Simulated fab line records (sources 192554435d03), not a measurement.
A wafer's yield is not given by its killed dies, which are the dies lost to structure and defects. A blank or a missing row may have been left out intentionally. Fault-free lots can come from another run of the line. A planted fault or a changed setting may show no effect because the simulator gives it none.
Split-lot trial / flow n5Finfet / 7 lots, 21 wafers read, on a route of 1938 steps

ON THE SPLIT
At N5_ZERO_LAYER_COAT_05 (resist thk 1000 nm), the setting spinRpm was moved away from the recipe's 1500 rpm on 9 of the 21 wafers read, by -6.6% to +6.4%. This setting was run at the recipe's value on the other wafers.

The split's own step is where the reading is taken.

THE READING
coat_of_ZERO_LAYER_COAT_05.thkNm (the simulator's own value, which no gauge read), in nm, at N5_ZERO_LAYER_COAT_05 (resist thk 1000 nm). There is no usual value for it anywhere in the file. Here, 12 wafers ran the recipe; their average is 1001.1 nm with a standard deviation of 2.8 nm.

wafer=L077.1; tool, chamber at the split=lithoTrack-04, 0; spinRpm as run, rpm=1562; against the recipe=+4.1%; coat_of_ZERO_LAYER_COAT_05.thkNm, nm=983.7; against lot-mates on the recipe=-18.8
wafer=L077.3; tool, chamber at the split=lithoTrack-04, 0; spinRpm as run, rpm=1500; against the recipe=recipe; coat_of_ZERO_LAYER_COAT_05.thkNm, nm=1002; against lot-mates on the recipe=-
wafer=L077.6; tool, chamber at the split=lithoTrack-04, 0; spinRpm as run, rpm=1500; against the recipe=recipe; coat_of_ZERO_LAYER_COAT_05.thkNm, nm=1003; against lot-mates on the recipe=-
wafer=L078.1; tool, chamber at the split=lithoTrack-05, 0; spinRpm as run, rpm=1500; against the recipe=recipe; coat_of_ZERO_LAYER_COAT_05.thkNm, nm=998.6; against lot-mates on the recipe=-
wafer=L078.3; tool, chamber at the split=lithoTrack-05, 0; spinRpm as run, rpm=1500; against the recipe=recipe; coat_of_ZERO_LAYER_COAT_05.thkNm, nm=996.3; against lot-mates on the recipe=-
wafer=L078.5; tool, chamber at the split=lithoTrack-05, 0; spinRpm as run, rpm=1500; against the recipe=recipe; coat_of_ZERO_LAYER_COAT_05.thkNm, nm=1000; against lot-mates on the recipe=-
wafer=L079.1; tool, chamber at the split=lithoTrack-02, 0; spinRpm as run, rpm=1401; against the recipe=-6.6%; coat_of_ZERO_LAYER_COAT_05.thkNm, nm=1039; against lot-mates on the recipe=+37.0
wafer=L079.4; tool, chamber at the split=lithoTrack-02, 0; spinRpm as run, rpm=1401; against the recipe=-6.6%; coat_of_ZERO_LAYER_COAT_05.thkNm, nm=1040; against lot-mates on the recipe=+38.0
wafer=L079.5; tool, chamber at the split=lithoTrack-02, 0; spinRpm as run, rpm=1500; against the recipe=recipe; coat_of_ZERO_LAYER_COAT_05.thkNm, nm=1002; against lot-mates on the recipe=-
wafer=L088.1; tool, chamber at the split=lithoTrack-05, 0; spinRpm as run, rpm=1562; against the recipe=+4.1%; coat_of_ZERO_LAYER_COAT_05.thkNm, nm=984.6; against lot-mates on the recipe=-20.9
wafer=L088.2; tool, chamber at the split=lithoTrack-05, 0; spinRpm as run, rpm=1500; against the recipe=recipe; coat_of_ZERO_LAYER_COAT_05.thkNm, nm=1006; against lot-mates on the recipe=-
wafer=L088.5; tool, chamber at the split=lithoTrack-05, 0; spinRpm as run, rpm=1500; against the recipe=recipe; coat_of_ZERO_LAYER_COAT_05.thkNm, nm=1005; against lot-mates on the recipe=-
wafer=L089.3; tool, chamber at the split=lithoTrack-05, 0; spinRpm as run, rpm=1444; against the recipe=-3.7%; coat_of_ZERO_LAYER_COAT_05.thkNm, nm=1019; against lot-mates on the recipe=+17.0
wafer=L089.4; tool, chamber at the split=lithoTrack-05, 0; spinRpm as run, rpm=1500; against the recipe=recipe; coat_of_ZERO_LAYER_COAT_05.thkNm, nm=1002; against lot-mates on the recipe=-
wafer=L089.5; tool, chamber at the split=lithoTrack-05, 0; spinRpm as run, rpm=1444; against the recipe=-3.7%; coat_of_ZERO_LAYER_COAT_05.thkNm, nm=1018; against lot-mates on the recipe=+16.0
wafer=L090.1; tool, chamber at the split=lithoTrack-02, 0; spinRpm as run, rpm=1415; against the recipe=-5.7%; coat_of_ZERO_LAYER_COAT_05.thkNm, nm=1030; against lot-mates on the recipe=+28.0
wafer=L090.5; tool, chamber at the split=lithoTrack-02, 0; spinRpm as run, rpm=1415; against the recipe=-5.7%; coat_of_ZERO_LAYER_COAT_05.thkNm, nm=1032; against lot-mates on the recipe=+30.0
wafer=L090.6; tool, chamber at the split=lithoTrack-02, 0; spinRpm as run, rpm=1500; against the recipe=recipe; coat_of_ZERO_LAYER_COAT_05.thkNm, nm=1002; against lot-mates on the recipe=-
wafer=L097.3; tool, chamber at the split=lithoTrack-02, 0; spinRpm as run, rpm=1596; against the recipe=+6.4%; coat_of_ZERO_LAYER_COAT_05.thkNm, nm=969.2; against lot-mates on the recipe=-28.7
wafer=L097.4; tool, chamber at the split=lithoTrack-02, 0; spinRpm as run, rpm=1500; against the recipe=recipe; coat_of_ZERO_LAYER_COAT_05.thkNm, nm=997.8; against lot-mates on the recipe=-
wafer=L097.5; tool, chamber at the split=lithoTrack-02, 0; spinRpm as run, rpm=1500; against the recipe=recipe; coat_of_ZERO_LAYER_COAT_05.thkNm, nm=998; against lot-mates on the recipe=-

THE FIT
A straight line over all 21 wafers: coat_of_ZERO_LAYER_COAT_05.thkNm changes by -5.14 nm for each +1% of spinRpm; r = -0.99; the points scatter about the line by 3 nm.
The same after taking each lot's own level away (the mean of its wafers on the recipe; 21 wafers): -5.06 nm for each +1%; r = -0.99; scatter 1.9 nm.
According to that fit, moving spinRpm by its largest amount changes the reading by 33 nm.
The span of the lots' own levels, 997.90 to 1005.50 nm, comes to 2.7 times the standard deviation stated above.
So the lot-to-lot level changes the slope little: the two slopes agree.
Check: with one of the wafers moved furthest among these (-6.6%) left out of the fit, the line predicts +33.1 nm for it against its lot-mates. It came out at +37 nm against them.

THE WHOLE CHAIN: every reading that the file lists as answering this split, in the file's order
step=N5_ZERO_LAYER_COAT_05; what it does=resist thk 1000 nm; reading=coat_of_ZERO_LAYER_COAT_05.thkNm (the simulator's own value, which no gauge read); change (the file's fit)=-5.03 nm for each +1% of the setting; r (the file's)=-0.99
step=N5_ZERO_LAYER_STRIP_24; what it does=strips in O2; reading=stripTimeToEndpointS; change (the file's fit)=withheld for each +1% of the setting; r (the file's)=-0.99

FILE'S OWN FIT
coat_of_ZERO_LAYER_COAT_05.thkNm changes by -5.03 nm for each +1% of spinRpm, r = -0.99.
